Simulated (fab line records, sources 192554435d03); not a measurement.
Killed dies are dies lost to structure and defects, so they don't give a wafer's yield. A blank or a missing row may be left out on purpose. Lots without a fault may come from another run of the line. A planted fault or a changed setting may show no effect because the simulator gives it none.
fab line records | flow n5_finfet
record lots=11 wafers=32 last_day=18
route steps=1938 shown BEOL_M14@1764 TV_OPEN@1888 PAD_METAL@1893 PASSIVATION@1910
lots that met no fault: from a run of the same line without faults
start_h: hours from the record's first day to the start of the lot's first wafer shown | wait_h: hours since the lot's step before | " the same as in the row above | L1.1+2: a row that stands for several wafers | - no value, or no start given | * or withheld: withheld | < > ~ a bound
route shown NAME@n: a module of which the file shows steps, and the number in the route of the first | usual: mean/standard deviation of fault-free wafers | same: alike in all rows | chamber/n: place in a boat | sites: the reading at each site | _std_site: their standard deviation | _edge_site: outer sites' mean less inner sites' | radius_mm: how far each site lies from the wafer's centre | mask NAME#n: copy n | behind: the tool/chamber that last shaped the wafer | hold: why the lot was held/for how many hours/how that ended | device: the transistor (n, p or np) that didn't switch | end of line: the same wafers' tests at the end of the route | a step without rows: its recipe alone | killed: dies lost to structure and defects at the first sort, not the wafer's yield | map: a wafer's dies, x killed, . not, _ none there
set.NAME: the setting as run; set.NAME@STEP: as run at that earlier step | model.NAME: the simulator's own value behind a step, which no gauge read
steps of the route over a sample of lots; a table a step, a row a wafer
services: from which hour (start_h, from the record's first day; less than 0 if before it) a tool's chamber was out of use, for how many hours, and why
## steps
# step N5_BEOL_M14_SPUTTER_45
# recipe material=Cu target_thk_a=1000 temp_c=-20 bias_v=60 power_w=26000 chamber_pressure_pa=0.13 time_s=16.67
# usual cathode_dc_power_W=26001/4.5 throttle_valve_pct=30.0/0.93
# columns lot.wafer tool chamber start_h wait_h cathode_dc_power_W throttle_valve_pct
L795.2 pvd_sputter-03 - 253.08 0.0 26004 31.7
L795.3 " - " " 25997 29.1
L795.4 " - " " 26005 30.0
L794.3 pvd_sputter-03 - 256.41 0.0 25993 31.0
L794.4 " - " " 26001 29.1
L794.5 " - " " 25996 31.8
L793.4 pvd_sputter-03 - 257.54 0.0 25999 31.1
L793.5 " - " " 25998 30.2
L793.6 " - " " 26001 31.6
L799.1 pvd_sputter-01 - 282.71 0.0 26001 28.9
L799.2 " - " " 25999 30.1
L799.5 " - " " 26001 30.7
L800.2 pvd_sputter-02 - 298.42 0.0 26005 29.8
L800.3 " - " " 26001 29.9
L800.6 " - " " 26017 29.8
L804.3 pvd_sputter-03 - 325.99 0.0 25999 31.0
L804.5 " - " " 26003 31.8
L806.1 pvd_sputter-03 - 343.68 0.0 26000 31.0
L806.5 " - " " 26006 30.1
L806.6 " - " " 26000 31.8
L812.1 pvd_sputter-01 - 368.63 0.0 25997 28.8
L812.2 " - " " 26001 30.5
L812.6 " - " " 25999 29.9
L814.1 pvd_sputter-02 - 391.40 0.0 26009 29.8
L814.5 " - " " 26006 29.6
L814.6 " - " " 26010 29.7
L816.3 pvd_sputter-01 - 409.16 0.0 26005 30.0
L816.4 " - " " 25995 30.8
L816.6 " - " " 25996 29.8
L815.1 pvd_sputter-01 - 412.48 0.0 25998 30.6
L815.2 " - " " 26004 29.2
L815.4 " - " " 25995 28.5
# step N5_PASSIVATION_VIA_ETCH_13
# recipe chemistry=CHF3/O2 target=SiO2 target_depth_a=6600 CHF3_flow_sccm=50 O2_flow_sccm=5 Ar_flow_sccm=200 time_s=330 mask_material=PR pressure_mtorr=30 source_w=650 bias_w=170 ion_energy_ev=200 ends=cleared
# usual drypump_motor_current_A=5.8/0.54 etch_rf_on_time_s=237/6.9 oes_ar_750_au=0.78/0.092 oes_product_au=0.70/0.089 rf_vpp_V=517/12 showerhead_plenum_p_Torr=2.41/0.079 throttle_valve_pct=18.75/0.29
# columns lot.wafer tool chamber start_h wait_h drypump_motor_current_A etch_rf_on_time_s oes_ar_750_au oes_product_au rf_hours_counter_h rf_vpp_V showerhead_plenum_p_Torr throttle_valve_pct
L795.2 rie_diel-04 3 267.68 0.0 5.9 236 0.97 0.89 2 522 2.56 18.48
L795.3 " 2 " " 4.9 239 0.71 0.64 229 513 2.46 18.80
L795.4 " 1 " " 6.2 243 0.70 0.63 227 527 2.48 18.63
L794.3 rie_diel-04 2 279.06 0.0 4.9 234 0.71 0.64 231 512 2.46 18.82
L794.4 " 1 " " 6.2 239 0.71 0.62 230 527 2.47 18.62
L794.5 " 1 " " 6.2 244 0.71 0.63 - 526 2.47 18.62
L793.4 rie_diel-02 0 279.42 0.1 6.4 230 0.92 0.83 - 523 2.44 18.45
L793.5 " 2 " " 6.3 233 0.71 0.65 - 500 2.30 18.97
L793.6 " 3 " " 6.4 254 0.70 0.61 - 508 2.39 18.97
L799.1 rie_diel-04 0 302.71 0.0 5.3 241 0.72 0.64 191 504 2.49 19.01
L799.2 " 3 " " 5.9 232 0.94 0.86 11 522 2.55 18.50
L799.5 " 0 " " 5.3 243 0.73 0.64 - 503 2.49 19.00
L800.2 rie_diel-06 3 313.95 0.0 5.2 233 0.71 0.64 205 512 2.28 18.81
L800.3 " 2 " " 6.2 230 0.84 0.76 68 510 2.36 19.09
L800.6 " 2 " " 6.2 239 0.85 0.76 - 510 2.36 19.10
L804.3 rie_diel-04 1 342.72 0.0 6.3 246 0.69 0.60 247 528 2.47 18.65
L804.5 " 1 " " 6.3 251 0.69 0.61 - 527 2.47 18.64
L806.1 rie_diel-06 2 362.29 0.0 6.2 236 0.82 0.74 84 511 2.35 19.12
L806.5 " 3 " " 5.2 244 0.70 0.62 - 510 2.27 18.84
L806.6 " 2 " " 6.2 240 0.83 0.73 - 510 2.36 19.10
L812.1 rie_diel-02 0 380.01 0.0 6.4 229 0.87 0.77 68 522 2.43 18.50
L812.2 " 1 " " 5.1 228 0.89 0.82 27 539 2.43 18.13
L812.6 " 0 " " 6.4 233 0.88 0.78 - 521 2.43 18.49
L814.1 rie_diel-06 2 408.55 0.0 6.2 236 0.80 0.72 99 509 2.35 19.15
L814.5 " 0 " " 5.9 237 0.98 0.89 - 537 2.46 18.71
L814.6 " 3 " " 5.2 244 0.68 0.61 - 511 2.26 18.86
L816.3 rie_diel-02 2 430.46 0.0 6.3 236 0.96 0.87 3 508 2.58 18.65
L816.4 " 3 " " 6.4 248 0.93 0.83 10 508 2.37 18.62
L816.6 " 1 " " 5.1 232 0.85 0.79 - 539 2.42 18.19
L815.1 rie_diel-04 2 432.66 0.0 4.9 242 0.89 0.79 21 522 2.44 18.51
L815.2 " 1 " " 6.3 230 0.95 0.86 9 527 2.46 18.30
L815.4 " 0 " " 5.3 246 0.69 0.62 236 503 2.48 19.08
# step N5_PASSIVATION_DEGAS_18
# recipe ambient=vacuum temp_c=300 time_s=60
# usual heater_power_w=511/52
# columns lot.wafer tool chamber start_h wait_h heater_power_w
L795.2 pvd_sputter-02 - 268.14 0.1 571
L795.3 " - " " 512
L795.4 " - " " 524
L794.3 pvd_sputter-01 - 279.57 0.1 472
L794.4 " - " " 585
L794.5 " - " " 578
L793.4 pvd_sputter-03 - 279.92 0.2 557
L793.5 " - " " 561
L793.6 " - " " 464
L799.1 pvd_sputter-02 - 303.68 0.6 429
L799.2 " - " " 522
L799.5 " - " " 518
L800.2 pvd_sputter-01 - 314.50 0.1 570
L800.3 " - " " 481
L800.6 " - " " 577
L804.3 pvd_sputter-01 - 343.83 0.7 592
L804.5 " - " " 580
L806.1 pvd_sputter-03 - 362.82 0.1 461
L806.5 " - " " 474
L806.6 " - " " 458
L812.1 pvd_sputter-02 - 380.75 0.3 512
L812.2 " - " " 577
L812.6 " - " " 527
L814.1 pvd_sputter-01 - 409.42 0.5 503
L814.5 " - " " 498
L814.6 " - " " 567
L816.3 pvd_sputter-02 - 431.01 0.2 502
L816.4 " - " " 557
L816.6 " - " " 520
L815.1 pvd_sputter-03 - 433.33 0.3 562
L815.2 " - " " 508
L815.4 " - " " 457
# step N5_PASSIVATION_ETCH_59
# recipe chemistry=Cl2/BCl3 target=TaN target_depth_a=650 time_s=34.9 ion_energy_ev=100 pressure_mtorr=10 icp_w=900 bias_w=100 Cl2_flow_sccm=60 bcl3_flow_sccm=30
# usual drypump_motor_current_A=5.52/0.28 oes_product_au=0.83/0.083 throttle_valve_pct=21.2/0.3
# columns lot.wafer tool chamber start_h wait_h drypump_motor_current_A oes_product_au rf_hours_counter_h throttle_valve_pct
L795.2 rie_metal-01 0 269.49 0.3 5.46 0.84 15 21.6
L795.3 " 0 " " 5.45 0.84 - 21.6
L795.4 " 1 " " 5.61 0.93 - 20.8
L794.3 rie_metal-01 0 280.96 0.2 5.47 0.85 - 21.6
L794.4 " 1 " " 5.66 0.94 - 20.7
L794.5 " 1 " " 5.64 0.94 - 20.8
L793.4 rie_metal-02 0 281.18 0.2 4.93 0.92 - 21.0
L793.5 " 0 " " 4.95 0.92 - 21.1
L793.6 " 1 " " 5.50 0.96 - 21.1
L799.1 rie_metal-02 1 304.99 0.3 5.53 0.96 9 21.1
L799.2 " 0 " " 4.95 0.90 5 21.1
L799.5 " 0 " " 4.95 0.91 - 21.0
L800.2 rie_metal-01 1 315.99 0.4 5.63 0.91 24 20.8
L800.3 " 1 " " 5.64 0.92 - 20.8
L800.6 " 0 " " 5.48 0.83 - 21.6
L804.3 rie_metal-02 0 345.11 0.2 4.96 0.88 - 21.1
L804.5 " 0 " " 4.98 0.89 - 21.1
L806.1 rie_metal-03 1 364.04 0.3 5.90 0.74 52 21.5
L806.5 " 0 " " 5.68 0.71 - 21.2
L806.6 " 1 " " 5.90 0.74 - 21.5
L812.1 rie_metal-03 1 382.11 0.3 5.92 0.74 53 21.5
L812.2 " 0 " " 5.66 0.70 77 21.2
L812.6 " 0 " " 5.67 0.71 - 21.2
L814.1 rie_metal-01 0 410.64 0.3 5.48 0.80 29 21.7
L814.5 " 1 " " 5.64 0.89 - 20.8
L814.6 " 0 " " 5.46 0.80 - 21.7
L816.3 rie_metal-03 1 432.46 0.2 5.91 0.73 - 21.5
L816.4 " 0 " " 5.70 0.69 - 21.3
L816.6 " 1 " " 5.92 0.73 - 21.5
L815.1 rie_metal-02 1 434.55 0.3 5.49 0.89 21 21.2
L815.2 " 0 " " 4.93 0.83 17 21.1
L815.4 " 1 " " 5.51 0.88 - 21.2
# step N5_PASSIVATION_PROBE_49
# usual defect_limited_yield=91.5/1.3 killed_at_M0_to_M3=36/10 killed_at_M4_up=13/4.7 killed_at_contacts=13/6.7 killed_at_front_end=37/9.7 killed_at_other=2.6/2.3 killed_dies=101/15 killed_on_rim=14/4.3 killed_open=67/12 killed_short=32/6.7 sort_bin_4_leakage=0.0/0.31 sort_bin_5_function=5.0/0.89 sort_bin_6_memory=3.2/0.63 sort_bin_8_speed=0.01/0.03 sort_n_pass=1079/16 sort_yield_pct=91.4/1.4
# same gross_dies=1180 killed_at_back_side=0
# columns lot.wafer tool chamber start_h wait_h defect_limited_yield[%] killed_at_M0_to_M3 killed_at_M4_up killed_at_contacts killed_at_front_end killed_at_other killed_dies killed_on_rim killed_open killed_short sort_bin_4_leakage[%] sort_bin_5_function[%] sort_bin_6_memory[%] sort_bin_8_speed[%] sort_n_pass sort_yield_pct[%]
L804.3 prober-02 - 349.49 0.1 88.1 47 38 17 32 6 140 26 77 34 0 7.2 4.1 0 1040 88.1
L804.5 prober-02 - 349.59 0.2 88.1 32 58 15 35 0 140 27 70 31 0 6.9 4.7 0 1040 88.1
L806.1 prober-02 - 368.33 0.0 94.5 23 10 9 17 6 65 5 44 20 0 3.1 2.2 0 1115 94.5
L806.5 prober-02 - 368.53 0.2 91.7 24 29 14 27 4 98 18 49 26 0 4.4 3.4 0 1082 91.7
L806.6 prober-02 - 368.58 0.3 90.8 53 8 6 38 3 108 18 71 35 0 4.2 4.3 0 1072 90.8
# killed by level:class
L804.3 BEOL_M14:interface_void_opened=23 MOL_CONTACT_COAG:geometric_particle:open=15 BEOL_M2:geometric_particle:open=14 BEOL_M4:geometric_particle:open=10 BEOL_M1:geometric_particle:open=9 BEOL_M0_SAQP:geometric_particle:short=8 BEOL_M0_SAQP:geometric_particle:open=7 GATE_CUT:geometric_particle:short=5
L804.5 BEOL_M14:interface_void_opened=37 MOL_CONTACT_COAG:geometric_particle:open=11 BEOL_M1:geometric_particle:open=7 BEOL_M3:geometric_particle:open=7 STI_FIN_REVEAL:geometric_particle:open=6 GATE_CUT:geometric_particle:open=6 BEOL_M4:geometric_particle:open=5 DUMMY_GATE:geometric_particle:open=4
L806.1 MOL_CONTACT_COAG:geometric_particle:open=7 BEOL_M1:geometric_particle:open=6 FIN_SAQP:geometric_particle:open=4 GATE_CUT:geometric_particle:short=4 BEOL_M3:geometric_particle:open=4 FIN_SAQP:geometric_particle:short=3 BEOL_M0:geometric_particle:open=3 BEOL_M2:geometric_particle:open=3
L806.5 BEOL_M14:interface_void_opened=20 MOL_CONTACT_COAG:geometric_particle:open=12 FIN_SAQP:geometric_particle:short=6 BEOL_M3:geometric_particle:open=5 FIN_CUT:geometric_particle:short=4 FIN_SAQP:geometric_particle:open=3 STI_FIN_REVEAL:geometric_particle:open=3 BEOL_M0_SAQP:geometric_particle:open=3
L806.6 BEOL_M2:geometric_particle:open=14 BEOL_M3:geometric_particle:open=10 GATE_CUT:geometric_particle:open=7 BEOL_M0_SAQP:geometric_particle:short=6 BEOL_M0_SAQP:geometric_particle:open=6 BEOL_M2:geometric_particle:short=6 DUMMY_GATE:geometric_particle:open=5 MOL_CONTACT_COAG:geometric_particle:open=5
## services
# columns tool chamber start_h hours kind
pvd_sputter-01 - 234.69 2.1 repair
rie_diel-04 3 237.79 - clean
rie_diel-04 3 237.79 - consumable_replace:focus_ring
rie_diel-04 3 237.79 - consumable_replace:showerhead
rie_diel-04 3 237.79 23.2 scheduled_down
rie_diel-04 3 237.79 23.2 vent_cycle
rie_metal-03 - 242.53 0.8 repair
pvd_sputter-01 - 256.70 7.0 repair
rie_metal-02 - 260.14 0.2 repair
rie_metal-02 - 268.16 2.8 pm
rie_metal-01 0 311.77 1.4 repair
rie_metal-01 1 317.85 17.7 repair
pvd_sputter-01 - 340.25 1.8 repair
rie_diel-04 2 349.02 - clean
rie_diel-04 2 349.02 - consumable_replace:esc
rie_diel-04 2 349.02 - consumable_replace:focus_ring
rie_diel-04 2 349.02 25.6 scheduled_down
rie_diel-04 2 349.02 25.6 vent_cycle
rie_metal-03 1 372.67 4.0 repair
rie_diel-04 1 374.64 - clean
rie_diel-02 - 408.08 0.5 repair
pvd_sputter-01 - 414.15 8.3 repair
rie_diel-04 3 423.31 2.9 repair
pvd_sputter-03 - 430.25 1.9 repair
## key
first_sign step=N5_PASSIVATION_PROBE_49 reading=killed_at_M4_up direction=up sigmas=6.3 usual=13 struck=42
effect step=N5_PASSIVATION_PROBE_49 reading=killed_on_rim direction=up sigmas=2.3 usual=14 struck=24 wafers_moved=2
more_kills_born_at N5_BEOL_M14_SPUTTER_45@pvd_sputter-03=80
met_at N5_BEOL_M14_SPUTTER_45
struck_lots L804,L806
struck_wafers L804.3,L804.5,L806.5
not_acting_at N5_PASSIVATION_VIA_ETCH_13,N5_PASSIVATION_DEGAS_18,N5_PASSIVATION_ETCH_59
onset_between 257.54 325.99
fault kind=process_parameter_drift tool=pvd_sputter-03 chamber=- onset_h=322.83 steps=N5_BEOL_M14_SPUTTER_45 channel=time_s offset=* shape=step end_h=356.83 scope=struck_wafers_only acts_in=* stated=*
